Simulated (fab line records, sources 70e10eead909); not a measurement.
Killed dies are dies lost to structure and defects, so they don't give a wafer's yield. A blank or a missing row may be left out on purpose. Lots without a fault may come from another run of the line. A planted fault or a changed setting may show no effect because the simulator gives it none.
Which tool did it? | flow nand_harc | 11 lots, 33 wafers sampled, at 5 steps of a route of 1302

WHAT THE GAUGES READ, wafer by wafer
NHARC_A_SOURCE_PLATE_THK_MEAS_06: measures by ellipsometry.
lot  | measured     | on            | thk_nm (nm)
L299 | day 7 20:51  | film_metro-01 | 202.2 204.3 201.3
L300 | day 8 07:22  | film_metro-02 | 196.6 198.4 198.6
L301 | day 8 16:47  | film_metro-01 | 201.9 200.7 202.1
L303 | day 9 09:11  | film_metro-02 | 200.6 200.9 202.3
L304 | day 9 18:01  | film_metro-02 | 275.1 275.5 273.9 275.4 273.8 273.7
L315 | day 14 17:31 | film_metro-01 | 201.2 202.8 204.3
L316 | day 14 17:31 | film_metro-02 | 200.1 201.8 201.7
L317 | day 15 00:57 | film_metro-02 | 197.7 199.2 200.3
L318 | day 15 09:51 | film_metro-02 | 200.4 203.2 202.6
L321 | day 16 21:06 | film_metro-01 | 197.3 193.3 196.6
L322 | day 17 11:14 | film_metro-02 | 196.0 198.9 199.2

WHICH TOOL RAN EACH LOT (tool, then ch and the chambers of the sampled wafers, then the start)
lot  | NHARC_P_BONDPAD_ETCH_24                       | NHARC_A_ZERO_WELL_DESCUM_12        | NHARC_A_ZERO_WELL_RTA_16         | NHARC_A_SOURCE_PLATE_CVD_03
L299 | rie_diel-08 ch 1,2,3, day 6 22:12 or earlier  | rie_diel-03 ch 1,2, day 6 22:12    | rtp_anneal-01 ch 0, day 6 23:20  | lpcvd_poly-04 ch 0, day 7 10:25
L300 | rie_diel-08 ch 0,1,2, day 7 10:41 or earlier  | rie_diel-03 ch 0,1,3, day 7 10:41  | rtp_anneal-01 ch 0, day 7 11:53  | lpcvd_poly-03 ch 0, day 7 21:25
L301 | rie_diel-02 ch 0,1,2, day 7 18:35 or earlier  | rie_diel-03 ch 0,2, day 7 18:35    | rtp_anneal-02 ch 0, day 7 19:40  | lpcvd_poly-02 ch 0, day 8 06:51
L303 | rie_diel-08 ch 0,2,3, day 8 10:43 or earlier  | rie_diel-03 ch 0,2,3, day 8 10:43  | rtp_anneal-02 ch 0, day 8 11:53  | lpcvd_poly-02 ch 0, day 8 21:56
L304 | rie_diel-02 ch 1,2,3, day 8 17:08 or earlier  | rie_diel-05 ch 0,1, day 8 17:08    | rtp_anneal-02 ch 0, day 8 18:15  | lpcvd_poly-04 ch 0, day 9 05:30
L315 | rie_diel-04 ch 0,1,2, day 13 20:16 or earlier | rie_diel-05 ch 0,1, day 13 20:16   | rtp_anneal-02 ch 0, day 13 21:23 | lpcvd_poly-04 ch 0, day 14 07:13
L316 | rie_diel-02 ch 1,3, day 13 17:37              | rie_diel-05 ch 1,3, day 13 21:13   | rtp_anneal-02 ch 0, day 13 22:22 | lpcvd_poly-04 ch 0, day 14 07:13
L317 | rie_diel-08 ch 2,3, day 14 03:53 or earlier   | rie_diel-03 ch 1,2,3, day 14 03:53 | rtp_anneal-02 ch 0, day 14 05:01 | lpcvd_poly-04 ch 0, day 14 14:32
L318 | rie_diel-02 ch 1,3, day 14 11:58 or earlier   | rie_diel-03 ch 0,1,2, day 14 11:58 | rtp_anneal-01 ch 0, day 14 13:04 | lpcvd_poly-04 ch 0, day 14 23:10
L321 | rie_diel-08 ch 0,2,3, day 15 23:39 or earlier | rie_diel-03 ch 0,1,2, day 15 23:39 | rtp_anneal-01 ch 0, day 16 00:47 | lpcvd_poly-03 ch 0, day 16 10:49
L322 | rie_diel-04 ch 0,1, day 16 10:05              | rie_diel-06 ch 0,2,3, day 16 13:43 | rtp_anneal-02 ch 0, day 16 14:49 | lpcvd_poly-04 ch 0, day 17 00:53
- NHARC_P_BONDPAD_ETCH_24: etches the open film in CF4/N2, target depth 30 nm, time 72.99 s.
- NHARC_A_ZERO_WELL_DESCUM_12: chemistry O2, time 3 s.
- NHARC_A_ZERO_WELL_RTA_16: time 10 s.
- NHARC_A_SOURCE_PLATE_CVD_03: deposits poly-Si, target thk 200 nm, time 4000 s.

THE ANSWER, worked out from the rows above alone
Rule: what is usual is taken from the lots themselves. Put in order of their means at a reading, lots are off if they are a third of the lots or fewer, leave a main group of 4 or more, and stand apart from it by a gap of 3 or more times the standard deviation of the main group's means; of several such gaps the widest counts. A main group whose means are all the same, to the digits that the tables above print for the reading, isn't used. A lot without any number at a reading at which 4 lots or more have one is off too. The other lots that the step has rows for count as sound.
Off: L304, at NHARC_A_SOURCE_PLATE_THK_MEAS_06 (thk_nm). The main group: mean 200.2 nm, standard deviation 2.3.
A tool fits if, at a process step before that reading, it ran every lot that is off, and no sound lot after the first of them. The gauges at NHARC_A_SOURCE_PLATE_THK_MEAS_06 are tried like those tools. NHARC_P_BONDPAD_ETCH_24 gives no start for some lots, so the hours and the order of its lots are those of NHARC_A_ZERO_WELL_DESCUM_12. None of those tried fits.

WHAT THE SIMULATOR HAD PUT IN
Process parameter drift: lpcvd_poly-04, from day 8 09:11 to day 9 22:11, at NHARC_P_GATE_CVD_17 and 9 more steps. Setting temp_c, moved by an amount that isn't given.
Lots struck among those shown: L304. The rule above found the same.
